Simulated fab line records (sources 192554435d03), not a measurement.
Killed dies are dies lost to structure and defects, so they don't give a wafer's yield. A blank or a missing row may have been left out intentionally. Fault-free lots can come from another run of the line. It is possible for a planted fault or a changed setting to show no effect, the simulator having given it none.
Struck lot and sound lot, side by side | flow n5_finfet | 24 out of 1938 route steps
Sound: these wafers, L728.2, L728.3, L728.6. Wafers L716.1, L716.4, L716.5 were the ones struck. The cause comes at the end.
Per side, at each step with rows, come the tool, then ch with its chambers, and then its first start. Under that, the readings that differ: sound wafers | struck wafers | difference of the means | sigmas: that difference in standard deviations of wafers without a fault.
alike: a reading whose means differ by less than 2 such deviations, as well as words and numbers matching on both sides. not compared: withheld readings; readings where some wafer has no value; bounds like >300 that might hide an equal value; numbers whose values overlap and for which the record gives no deviation.
The two part at a step that has a row with sigmas, a row that says differs or no value, or rows on one side only. Non-overlapping numbers with no deviation appear without sigmas and do not part them. A reading that every wafer of one side lacks parts them only if that side has two wafers or more.

first, 10 steps without rows for these wafers: N5_FIN_SAQP_PRECLEAN_44 (cleans in SC2, time 45 s); N5_FIN_SAQP_SRD_01 (time 30 s); N5_FIN_SAQP_ALD_61 (deposits SiO2, target thk 4 nm, pulse time 1 s, purge time 2 s); N5_FIN_SAQP_DENSIFY_62 (time 60 s); N5_FIN_SAQP_HM_DEP_03 (deposits SiNx from SiH4/NH3/N2, target thk 38 nm, time 33.6 s); N5_FIN_SAQP_PECVD_47 (deposits a-Si from SiH4/He, target thk 45 nm, time 36.3 s); N5_FIN_SAQP_PECVD_48 (deposits SiNx from SiH4/NH3/N2, target thk 25 nm, time 22.1 s); N5_FIN_SAQP_PECVD_06 (deposits a-Si from SiH4/He, target thk 60 nm, time 48.1 s); N5_FIN_SAQP_HM_DEP_72 (deposits SiO2 from SiH4/N2O, target thk 12 nm, time 7.2 s); N5_FIN_SAQP_COAT_49 (time 60 s, resist thk 100 nm).
N5_FIN_SAQP_COAT_50: time 60 s, resist thk 35 nm.
  sound on litho_track-02 ch 0, day 6 21:17; struck on litho_track-05 ch 0, day 3 21:35
  reading                                     | sound                | struck               | difference | sigmas
  spin_speed_rpm (rpm)                        | 1500.7 1499.9 1502.3 | 1191.9 1192.4 1191.5 | -309.0     | -99 or more
  model.SiARC_of_FIN_SAQP_COAT_50.thk_nm (nm) | 35.03 35.09 35.01    | 39.31 39.09 39.1     | +4.12      |
  alike: exhaust_pa, resist_line_temp_C
then, 7 steps without rows for these wafers: N5_FIN_SAQP_COAT_10 (resist thk 90 nm); N5_FIN_SAQP_EBR_12; N5_FIN_SAQP_SOFTBAKE_11 (time 60 s); N5_FIN_SAQP_EXPOSE_13 (exposes mask FIN CORE, target cd 35.6 nm); N5_FIN_SAQP_PEB_14 (peb time 60 s); N5_FIN_SAQP_DEVELOP_15 (develop time 30 s); N5_FIN_SAQP_DESCUM_21 (chemistry O2, time 7.9 s).
N5_FIN_SAQP_ETCH_51: etches SiARC in CF4, target depth 45.5 nm, time 75.8 s.
  sound on rie_diel-05 ch 0,2,3, day 6 22:15; struck on rie_diel-06 ch 0,1,3, day 3 22:05
  reading                                       | sound             | struck            | difference | sigmas
  etch_rf_on_time_s (s)                         | 78.3 77.6 77.9    | 82.5 82.3 87.6    | +6.2       | +3
  model.etch.depth_nm (nm)                      | 35.03 35.09 35.01 | 39.31 39.09 39.1  | +4.12      |
  model.CAR-ArF_of_FIN_SAQP_COAT_10.thk_nm (nm) | 51.66 51.24 51.26 | 46.94 47.27 47.35 | -4.20      |
  alike: chamber_pressure_mTorr, drypump_motor_current_A, oes_product_au, rf_vpp_V, showerhead_plenum_p_Torr, throttle_valve_pct
  not compared: rf_hours_counter_h
then, 2 steps without rows for these wafers: N5_FIN_SAQP_ETCH_52 (etches SOC in N2/H2, target depth 100 nm, overetch 20 nm, time 150 s); N5_FIN_SAQP_STRIP_53 (strips in N2/H2).
N5_FIN_SAQP_HM_OPEN_73: chemistry CHF3/O2, target SiO2, stops on a-Si, target depth 12 nm, time 16.8 s.
  sound on rie_diel-05 ch 0,2,3, day 6 22:25; struck on rie_diel-06 ch 0,1,3, day 3 22:15
  reading                                     | sound             | struck            | difference | sigmas
  model.SiARC_of_FIN_SAQP_COAT_50.thk_nm (nm) | 6.028 5.438 5.505 | 9.986 8.275 10.38 | +3.890     |
  alike: chamber_pressure_mTorr, drypump_motor_current_A, oes_product_au, rf_vpp_V, showerhead_plenum_p_Torr, throttle_valve_pct
  not compared: rf_hours_counter_h
then, 1 step without rows for these wafers: N5_FIN_SAQP_STRIP_74 (strips in CHF3/O2).
-- the record jumps here: 6 days lie between the struck wafers' starts before and after (it left off in module FIN_SAQP and takes up again in module BEOL_M4, whose first step shown is number 1111 of the route) --
N5_BEOL_M4_RC_MEAS_101:
  sound on prober-02 ch 0, day 13 01:44; struck on prober-02 ch 0, day 9 18:12
  reading   | sound       | struck      | difference | sigmas
  VT_N (mV) | 254 257 257 | 243 251 251 | -8         | -2
  alike: DIBL_N, DIBL_P, IOFF_N, IOFF_P, ION_N, ION_P, SS_N, SS_P, VT_P

WHERE THEY PART
Last at N5_BEOL_M4_RC_MEAS_101 as far as this record goes, first at N5_FIN_SAQP_COAT_50.

WHY: the cause the simulator had injected
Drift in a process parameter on litho_track-05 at N5_FIN_SAQP_COAT_50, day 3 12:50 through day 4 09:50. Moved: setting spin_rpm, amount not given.
